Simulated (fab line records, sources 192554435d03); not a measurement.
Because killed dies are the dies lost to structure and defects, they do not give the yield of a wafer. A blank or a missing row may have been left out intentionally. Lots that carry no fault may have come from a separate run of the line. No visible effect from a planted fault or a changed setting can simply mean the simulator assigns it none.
Split-lot study -- flow n5-finfet -- route with 1938 steps; 7 lots, 39 wafers read

ON THE SPLIT
At N5_BEOL_M13_DESCUM_33 (chemistry O2, time 7.9 s), the setting time-s was moved away from the recipe's 7.9 s on 15 of the 39 wafers read, by -38.1% to +59.1%. For the rest of the wafers, this setting stayed at what the recipe calls for.

The reading is taken at the split's own step.

THE READING
coat_of_BEOL_M13_COAT_22.thk-nm (the simulator's own value, which no gauge read), in nm, at N5_BEOL_M13_DESCUM_33 (chemistry O2, time 7.9 s). The file gives no usual value for it. The 24 wafers here that ran the recipe average 283.1 nm, standard deviation 1.2 nm.

wafer,"tool, chamber at the split","time-s as run, s",against the recipe,"coat_of_BEOL_M13_COAT_22.thk-nm, nm",against lot-mates on the recipe
L076.1,"rie-diel-03, 0",7.9,recipe,282.2,-
L076.2,"rie-diel-03, 1,3,2",7.9,recipe,282.8,-
L076.3,"rie-diel-03, 1,3,2",7.9,recipe,282.8,-
L076.4,"rie-diel-03, 1,3,2",7.9,recipe,282.8,-
L076.5,"rie-diel-03, 3",7.9,recipe,282,-
L076.6,"rie-diel-03, 2",7.9,recipe,282.6,-
L078.1,"rie-diel-06, 2",11.38,+44.1%,279.6,-3.1
L078.2,"rie-diel-06, 1",7.9,recipe,282.6,-
L078.3,"rie-diel-06, 0,3",7.9,recipe,282.8,-
L078.5,"rie-diel-06, 0,3",7.9,recipe,282.8,-
L078.4,"rie-diel-06, 3",11.38,+44.1%,281.2,-1.5
L078.6,"rie-diel-06, 0",11.38,+44.1%,280.2,-2.5
L084.1,"rie-diel-06, 2",7.9,recipe,283.6,-
L084.2,"rie-diel-06, 1",7.9,recipe,285.4,-
L084.6,"rie-diel-06, 1",7.9,recipe,284.4,-
L087.1,"rie-diel-03, 3",12.57,+59.1%,279.4,-1.8
L087.2,"rie-diel-03, 0,3",7.9,recipe,281.4,-
L087.6,"rie-diel-03, 0,3",7.9,recipe,281.4,-
L087.3,"rie-diel-03, 2",12.57,+59.1%,278.6,-2.6
L087.4,"rie-diel-03, 0",12.57,+59.1%,278.8,-2.4
L087.5,"rie-diel-03, 2",7.9,recipe,280.8,-
L093.1,"rie-diel-03, 1,3",12.13,+53.5%,283.2,-1.4
L093.3,"rie-diel-03, 1,3",12.13,+53.5%,283.2,-1.4
L093.2,"rie-diel-03, 2",7.9,recipe,285,-
L093.4,"rie-diel-03, 0",12.13,+53.5%,283,-1.6
L093.5,"rie-diel-03, 2",7.9,recipe,284.2,-
L093.6,"rie-diel-03, 3",7.9,recipe,284.6,-
L097.1,"rie-diel-06, 1",6.245,-20.9%,285,+1.0
L097.2,"rie-diel-06, 0",7.9,recipe,283.8,-
L097.3,"rie-diel-06, 3",6.245,-20.9%,284.2,+0.2
L097.4,"rie-diel-06, 2",7.9,recipe,284.6,-
L097.5,"rie-diel-06, 2",6.245,-20.9%,284.4,+0.4
L097.6,"rie-diel-06, 1",7.9,recipe,283.6,-
L096.1,"rie-diel-06, 3",7.9,recipe,282.4,-
L096.2,"rie-diel-06, 0",4.889,-38.1%,283.2,+0.8
L096.3,"rie-diel-06, 2",7.9,recipe,282.6,-
L096.4,"rie-diel-06, 1",4.889,-38.1%,284.6,+2.2
L096.5,"rie-diel-06, 0",4.889,-38.1%,284.4,+2.0
L096.6,"rie-diel-06, 1",7.9,recipe,282.2,-
Rows listing several chambers each stand for several wafers; the file does not say which wafer went through which chamber.

FIT RESULTS
A straight line over all 39 wafers: coat_of_BEOL_M13_COAT_22.thk-nm changes by -0.042 nm for each +1% of time-s; r = -0.66; the points scatter about the line by 1.3 nm.
The same after taking each lot's own level away (the mean of its wafers on the recipe; 39 wafers): -0.0384 nm for each +1%; r = -0.90; scatter 0.51 nm.
According to that fit, moving time-s by its largest amount changes the reading by 2.3 nm.
The lots' own levels span 281.20 to 284.60 nm, that is 2.9 times the standard deviation above.
So the lot-to-lot level blurs the effect unless lot-mates are compared.
Check: for one of the wafers moved furthest among these (+59.1%), held out of the fit, the line's prediction against its lot-mates is -2.35 nm. It came out at -1.8 nm against them.

OTHER SPLITS APPLIED TO THESE WAFERS
Other splits were also applied to these wafers ahead of the reading. Each is held against what the fit with the lots' levels taken away leaves over:
other split on the same wafers,wafers away from the commonest value,r with coat_of_BEOL_M13_COAT_22.thk-nm (lot level and that fit taken away)
N5_BEOL_M2_VIA_ETCH_34 target-depth-a,15,-0.03
N5_BEOL_M4_ILD_DEP_00 target-thk-a,15,-0.22
N5_BEOL_M8_DESCUM_16 time-s,18,-0.10
N5_BEOL_M9_TRENCH_ETCH_37 time-s,18,-0.19

FILE'S OWN FIT
coat_of_BEOL_M13_COAT_22.thk-nm changes by -0.0385 nm for each +1% of time-s, r = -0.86.
